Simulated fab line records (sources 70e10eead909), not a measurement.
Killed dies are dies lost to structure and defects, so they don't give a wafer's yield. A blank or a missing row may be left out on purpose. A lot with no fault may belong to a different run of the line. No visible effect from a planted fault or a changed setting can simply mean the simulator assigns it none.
What tool caused it? | flow nandHarc | Sampling: 13 lots, 37 wafers, 6 of 1302 route steps

WHAT THE GAUGES READ, wafer by wafer
NHARC_A_ONON_D2_THK_MEAS_18: measures by ellipsometry.
lot  | measured     | on           | thkNm (nm)
L438 | day 12 23:20 | filmMetro-02 | 1005 1003 1004
L440 | day 13 10:05 | filmMetro-01 | 1007 1005 1007
L439 | day 13 10:03 | filmMetro-02 | 994 996 994
L441 | day 14 03:41 | filmMetro-02 | 998 998 999
L447 | day 16 13:38 | filmMetro-02 | 998 997 998
L448 | day 17 05:21 | filmMetro-02 | 1003 1004 1002
L449 | day 17 05:22 | filmMetro-01 | 995 996 998
L450 | day 17 19:47 | filmMetro-02 | 993 993 992
L453 | day 19 09:45 | filmMetro-02 | 1000 999
L457 | day 20 20:17 | filmMetro-02 | 1000 999
L458 | day 21 14:04 | filmMetro-01 | 992 991 990
L459 | day 21 14:04 | filmMetro-02 | 995 997 996
L460 | day 22 02:41 | filmMetro-02 | 988 987 988

NHARC_A_ONON_D2_THK_MEAS_30: measures by ellipsometry.
lot  | measured     | on           | thkNm (nm)
L438 | day 13 01:49 | filmMetro-02 | 1003 1003 1003
L440 | day 13 12:22 | filmMetro-02 | 991 992 992
L439 | day 13 12:19 | filmMetro-01 | 1002 1002 1004
L441 | day 14 05:58 | filmMetro-01 | 1000 997 999
L447 | day 16 15:55 | filmMetro-01 | 1007 1006 1006
L448 | day 17 07:37 | filmMetro-01 | 1002 1003 1004
L449 | day 17 07:37 | filmMetro-02 | 1000 999 1000
L450 | day 17 22:04 | filmMetro-01 | 996 996 997
L453 | day 19 12:02 | filmMetro-01 | 741 741
L457 | day 20 22:33 | filmMetro-02 | 1009 754
L458 | day 21 16:19 | filmMetro-01 | 1001 1001 1002
L459 | day 21 16:21 | filmMetro-02 | 998 1000 998
L460 | day 22 04:57 | filmMetro-01 | 997 1000 998

NHARC_A_ONON_D2_INSPECT_32.
lot  | measured     | on               | rawDefectCount
L438 | day 13 02:23 | defectInspect-02 | 365 286 285
L440 | day 13 12:55 | defectInspect-02 | 379 561 360
L439 | day 13 12:52 | defectInspect-01 | 342 454 349
L441 | day 14 06:31 | defectInspect-02 | 574 465 288
L447 | day 16 16:27 | defectInspect-02 | 741 579 931
L448 | day 17 08:09 | defectInspect-01 | 606 814 567
L449 | day 17 08:10 | defectInspect-02 | 235 403 184
L450 | day 17 22:37 | defectInspect-02 | 518 303 429
L453 | day 19 12:34 | defectInspect-02 | 418 329
L457 | day 20 23:06 | defectInspect-01 | 191 255
L458 | day 21 16:52 | defectInspect-02 | 236 275 643
L459 | day 21 17:03 | defectInspect-01 | 698 779 389
L460 | day 22 05:44 | defectInspect-01 | 376 301 382

NHARC_END_SORT_01.
lot  | measured     | on        | killedAtArray | killedAtOther | killedAtPeriphery | killedDies | killedOpen | killedShort
L448 | day 28 22:22 | prober-02 | 47 55 57      | 1 2 1         | 2 2 2             | 50 59 60   | 2 1 2      | 2 3 3
L449 | day 28 16:09 | prober-01 | 46 42 45      | 1 2 2         | 9 4 2             | 56 48 49   | 4 1 6      | 8 3 3
L453 | day 31 04:52 | prober-01 | 668 673       | 6 3           | 3 1               | 677 677    | 4 0        | 4 2
L457 | day 32 02:43 | prober-02 | 38 671        | 0 0           | 0 6               | 38 677     | 3 3        | 2 6

WHICH TOOL RAN EACH LOT (tool, then ch and the chambers of the sampled wafers, then the start)
lot  | NHARC_A_DECK1_JOINT_ETCHBACK_00 | NHARC_A_ONON_D2_DEP_28
L438 | rieSi-02 ch 0,1,2, day 11 14:11 | pecvdOnon-02 ch 0, day 13 01:22
L440 | rieSi-03 ch 1,3, day 12 02:43   | pecvdOnon-03 ch 0, day 13 11:55
L439 | rieSi-02 ch 1,2,3, day 12 02:43 | pecvdOnon-04 ch 0, day 13 11:51
L441 | rieSi-05 ch 1,2,3, day 12 15:55 | pecvdOnon-03 ch 0, day 14 05:27
L447 | rieSi-03 ch 0,1, day 15 01:42   | pecvdOnon-04 ch 0, day 16 15:27
L448 | rieSi-02 ch 1,3, day 15 16:29   | pecvdOnon-04 ch 0, day 17 07:06
L449 | rieSi-03 ch 0,1,2, day 15 16:30 | pecvdOnon-03 ch 0, day 17 07:07
L450 | rieSi-05 ch 0,1,3, day 16 05:26 | pecvdOnon-02 ch 0, day 17 21:43
L453 | rieSi-05 ch 0,2, day 17 20:40   | pecvdOnon-04 ch 0, day 19 11:35
L457 | rieSi-03 ch 1,3, day 19 06:15   | pecvdOnon-04 ch 0, day 20 22:09
L458 | rieSi-02 ch 0,3, day 19 21:59   | pecvdOnon-03 ch 0, day 21 15:56
L459 | rieSi-05 ch 1,2,3, day 20 02:09 | pecvdOnon-02 ch 0, day 21 15:50
L460 | rieSi-02 ch 0,1,3, day 20 17:10 | pecvdOnon-02 ch 0, day 22 04:30
- NHARC_A_DECK1_JOINT_ETCHBACK_00: etches the open film in HBr, target depth 30 nm, time 17.4 s.
- NHARC_A_ONON_D2_DEP_28: target thk 1000 nm.

AS READ BY THE TOOLS THEMSELVES (means over the sampled wafers that have a number; for cases with no such wafer, the mark the record gives instead)
NHARC_A_DECK1_JOINT_ETCHBACK_00.
lot  | tool     | drypumpMotorCurrentA (A) | oesProductAu (a.u.) | throttleValvePct (%)
L438 | rieSi-02 | 5.7                      | 1.009               | 23.259
L440 | rieSi-03 | 5.2                      | 1.010               | 23.271
L439 | rieSi-02 | 6.1                      | 1.007               | 23.263
L441 | rieSi-05 | 6.0                      | 0.993               | 23.273
L447 | rieSi-03 | 5.7                      | 1.003               | 23.264
L448 | rieSi-02 | 6.1                      | 1.004               | 23.272
L449 | rieSi-03 | 5.9                      | 0.996               | 23.266
L450 | rieSi-05 | 5.9                      | 1.001               | 23.263
L453 | rieSi-05 | 6.2                      | 1.005               | 23.262
L457 | rieSi-03 | 5.2                      | 1.000               | 23.264
L458 | rieSi-02 | 5.9                      | 1.005               | 23.273
L459 | rieSi-05 | 6.1                      | 1.001               | 23.262
L460 | rieSi-02 | 5.7                      | 1.006               | 23.272

NHARC_A_ONON_D2_DEP_28.
lot  | tool         | susceptorTempC (C)
L438 | pecvdOnon-02 | 399.86
L440 | pecvdOnon-03 | 399.84
L439 | pecvdOnon-04 | 399.78
L441 | pecvdOnon-03 | 400.03
L447 | pecvdOnon-04 | 399.85
L448 | pecvdOnon-04 | 400.05
L449 | pecvdOnon-03 | 400.06
L450 | pecvdOnon-02 | 399.89
L453 | pecvdOnon-04 | 400.03
L457 | pecvdOnon-04 | 400.00
L458 | pecvdOnon-03 | 399.96
L459 | pecvdOnon-02 | 400.05
L460 | pecvdOnon-02 | 399.77

THE ANSWER, worked out from the rows above alone
Rule: usual is defined by the lots themselves. The widest of any qualifying gaps counts: lots, ordered by their means at a reading, are off when they make up no more than a third of the lots, leave a main group of 4 or more, and stand apart from it by 3 or more times the standard deviation of that group's means. Not used: any main group whose means are identical at the precision the tables above print for the reading. Also off: a lot with no number at a reading for which 4 or more lots have one. All remaining lots with rows at the step are treated as sound. The gauges are gone through in route order, then the tools' own readings, and for those a lot's mean is taken as printed above. At the first step where some lot is off, the reading lying furthest off is the one used; lots without a number count as furthest.
Off, at NHARC_A_ONON_D2_THK_MEAS_30 on thkNm: L453, L457. For the main group the mean is 1000 nm and the standard deviation 3.8.
If a tool, at a process step before that reading, ran all the lots that are off and no sound lot after the first of them, it fits. The gauges at NHARC_A_ONON_D2_THK_MEAS_30 are tried like those tools. One candidate fits, namely pecvdOnon-04 at NHARC_A_ONON_D2_DEP_28. Its last sound lot is L448 (day 17 07:06), its first lot that is off L453 (day 19 11:35): a fault that began between those two fits.

WHAT HAD BEEN PUT IN BY THE SIMULATOR
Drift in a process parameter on pecvdOnon-04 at NHARC_A_ONON_D2_DEP_28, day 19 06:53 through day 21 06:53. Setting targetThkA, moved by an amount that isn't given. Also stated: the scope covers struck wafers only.
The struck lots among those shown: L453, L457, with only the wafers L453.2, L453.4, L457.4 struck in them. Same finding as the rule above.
